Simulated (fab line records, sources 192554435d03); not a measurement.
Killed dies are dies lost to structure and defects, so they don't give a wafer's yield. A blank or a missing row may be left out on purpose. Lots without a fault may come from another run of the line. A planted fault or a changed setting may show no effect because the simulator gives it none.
A struck lot beside a sound one | flow n5_finfet | 19 steps out of a route of 1938
Sound: wafers L113.1, L113.3, L113.6. Struck: wafer L123.3. (L123.1, L123.5 of the same lot were not struck and are left out.) The cause comes at the end.
At each step with rows: each side's tool, then ch and its chambers, then its first start. Under that, the readings that differ: sound wafers | struck wafers | difference of the means | sigmas: that difference in standard deviations of wafers without a fault.
alike: readings whose means differ by less than 2 such deviations, and words and numbers that are the same on both sides. not compared: withheld readings, readings that some wafer has no value for, bounds like >300 that may hide the same value, and numbers for which the record gives no deviation and whose values overlap.
The two part at a step that has a row with sigmas, a row that says differs or no value, or rows on one side only. Numbers that don't overlap but have no deviation are shown without sigmas and don't part them. A reading that every wafer of one side lacks parts them only if that side has two wafers or more.

N5_BEOL_M13_ETCH_67: etches SiARC in CF4, target depth 143 nm, time 238.3 s.
  sound on rie_diel-06 ch 1,3, day 15 03:08; struck on rie_diel-06 ch 2, day 17 08:56
  reading               | sound          | struck | difference | sigmas
  oes_product_au (a.u.) | 0.61 0.60 0.61 | 0.82   | +0.21      | +2
  alike: drypump_motor_current_A, etch_rf_on_time_s, rf_vpp_V, showerhead_plenum_p_Torr, throttle_valve_pct
  not compared: rf_hours_counter_h
then, 4 steps without rows for these wafers: N5_BEOL_M13_ETCH_68 (etches SOC in N2/H2, time 355 s); N5_BEOL_M13_STRIP_69 (strips in N2/H2); N5_BEOL_M13_TRENCH_ETCH_34 (etches SiOC in C4F8/O2/Ar, target depth 413.47 nm, time 162.6 s); N5_BEOL_M13_STRIP_70 (strips in C4F8/O2/Ar).
N5_BEOL_M13_OCD_MEAS_35:
  sound on ocd-01, day 15 03:41; struck on ocd-01, day 17 09:28
  reading              | sound       | struck | difference | sigmas
  trench_depth_nm (nm) | 406 406 404 | 429    | +24        | +2
N5_BEOL_M13_STRIP_37: strips in N2/H2.
  sound on plasma_asher-01 ch 0,1, day 15 03:43; struck on plasma_asher-01 ch 1, day 17 09:31
  alike: drypump_motor_current_A, heater_power_w, oes_product_au
  not compared: rf_hours_counter_h
N5_BEOL_M13_ETCH_38: etches SiCN in CF4/N2, target depth 67.5 nm, time 71.9 s.
  sound on rie_diel-04 ch 0,1,3, day 15 07:01; struck on rie_diel-02 ch 2, day 17 09:56
  alike: drypump_motor_current_A, oes_product_au, rf_vpp_V, showerhead_plenum_p_Torr, throttle_valve_pct
  not compared: rf_hours_counter_h
then, 4 steps without rows for these wafers: N5_BEOL_M13_PRECLEAN_39 (cleans in residue remover, time 60 s); N5_BEOL_M13_SRD_40 (time 30 s, dry time 30 s); N5_BEOL_M13_DEGAS_41 (time 60 s); N5_BEOL_M13_PRE_CLEAN_42 (time 30 s).
N5_BEOL_M13_SPUTTER_43: material TaN, target thk 15 nm, time 24.19 s.
  sound on pvd_sputter-03, day 15 07:31; struck on pvd_sputter-03, day 17 10:31
  reading                                      | sound             | struck | difference | sigmas
  cathode_dc_power_W (W)                       | 14999 15004 15003 | 11940  | -3062      | -99 or more
  model.TaN_of_BEOL_M13_SPUTTER_43.thk_nm (nm) | 15.4 15.4 15.4    | 11.6   | -3.8       |
  alike: chamber_pressure_pa, throttle_valve_pct
N5_BEOL_M13_SPUTTER_44: material Ta, target thk 10 nm, time 16.13 s.
  sound on pvd_sputter-03, day 15 07:36; struck on pvd_sputter-03, day 17 10:36
  alike: cathode_dc_power_W, chamber_pressure_pa, throttle_valve_pct
then, 2 steps without rows for these wafers: N5_BEOL_M13_SPUTTER_45 (material Cu, target thk 80 nm, time 13.33 s); N5_BEOL_M13_ECD_47 (material Cu, target thk 936 nm).
N5_BEOL_M13_ANNEAL_48: time 90 s.
  sound on rtp_anneal-02 ch 0, day 15 07:58; struck on rtp_anneal-02 ch 0, day 17 10:59
  alike: wafer_temp_C_max
N5_BEOL_M13_CMP_49: polishes, stops on SiOC, t overpolish 17.1 s, target thk 420 nm.
  sound on cmp-02 ch 0,3, day 15 08:15; struck on cmp-03 ch 1, day 17 11:21
  reading                      | sound          | struck | difference | sigmas
  barrier_field_endpoint_s (s) | 30.2 29.9 29.5 | 25.4   | -4.5       | -5
  alike: motor_current_A
N5_BEOL_M13_THK_MEAS_50: measures by xrf.
  sound on film_metro-01, day 15 08:33; struck on film_metro-01, day 17 11:34
  reading      | sound       | struck | difference | sigmas
  M13_THK (nm) | 422 419 417 | 445    | +26        | +3

WHERE THEY PART
First at N5_BEOL_M13_ETCH_67; last, within this record, at N5_BEOL_M13_THK_MEAS_50.

WHY: what the simulator had put in
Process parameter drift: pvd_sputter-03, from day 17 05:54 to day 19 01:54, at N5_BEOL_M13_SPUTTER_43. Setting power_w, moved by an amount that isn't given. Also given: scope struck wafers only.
